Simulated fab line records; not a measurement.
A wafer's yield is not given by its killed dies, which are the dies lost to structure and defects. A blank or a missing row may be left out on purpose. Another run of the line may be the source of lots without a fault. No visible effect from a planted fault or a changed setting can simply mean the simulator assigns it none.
Matching of chambers || flow n5_finfet || uv_cure-03 running N5_BEOL_M8_CURE_75: 3 sister chambers
The step cures SiCOH lowk, time 120 s. 6 wafers are shown with their chamber, then 7 later ones without.

EACH WAFER AND ITS CHAMBER
{"wafer": "L656.5", "chamber": 2, "run_length_s (s)": 181.8, "wafer_temp_C_max": 371.5}
{"wafer": "L656.6", "chamber": 2, "run_length_s (s)": 182.0, "wafer_temp_C_max": 371.8}
{"wafer": "L663.4", "chamber": 1, "run_length_s (s)": 177.6, "wafer_temp_C_max": 371.8}
{"wafer": "L663.5", "chamber": 1, "run_length_s (s)": 176.9, "wafer_temp_C_max": 371.8}
{"wafer": "L673.1", "chamber": 0, "run_length_s (s)": 177.6, "wafer_temp_C_max": 372.9}
{"wafer": "L673.4", "chamber": 0, "run_length_s (s)": 177.6, "wafer_temp_C_max": 372.6}

WAFERS WHOSE CHAMBER IS MISSING
{"wafer": "L673.5", "run_length_s (s)": 177.9, "wafer_temp_C_max": 372.4}
{"wafer": "L671.2", "run_length_s (s)": 178.6, "wafer_temp_C_max": 371.0}
{"wafer": "L671.4", "run_length_s (s)": 177.9, "wafer_temp_C_max": 371.4}
{"wafer": "L671.5", "run_length_s (s)": 177.9, "wafer_temp_C_max": 371.8}
{"wafer": "L674.1", "run_length_s (s)": 177.7, "wafer_temp_C_max": 372.0}
{"wafer": "L674.2", "run_length_s (s)": 177.5, "wafer_temp_C_max": 372.2}
{"wafer": "L674.3", "run_length_s (s)": 177.7, "wafer_temp_C_max": 372.6}

WHICH CHAMBER EACH WENT THROUGH
{"wafer": "L673.5", "from the rows above": "can't be placed: 0 or 1", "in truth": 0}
{"wafer": "L671.2", "from the rows above": 1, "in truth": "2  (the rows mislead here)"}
{"wafer": "L671.4", "from the rows above": 1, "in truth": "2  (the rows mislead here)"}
{"wafer": "L671.5", "from the rows above": 1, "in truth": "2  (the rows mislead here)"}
{"wafer": "L674.1", "from the rows above": 1, "in truth": 1}
{"wafer": "L674.2", "from the rows above": "can't be placed: 1 or 0", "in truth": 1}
{"wafer": "L674.3", "from the rows above": 0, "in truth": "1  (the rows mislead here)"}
1 of 7 placed correctly. Not placeable from these rows: 2 (in 2, the candidates include the true chamber). Wrongly placed: 4.
How it was worked out, from the rows above alone: a wafer's distance from a chamber is the root of the sum, over the readings, of the square of ((its reading less the chamber's mean) divided by the reading's scatter). The wafer belongs to the nearest chamber; if the next one is less than 2 further off, it can't be placed. A chamber's mean is the mean of its shown wafers. How the scatter is found: for the shown wafers, subtract from each reading the mean of its chamber, square and add these, divide the total by (wafers less chambers), then take the root.
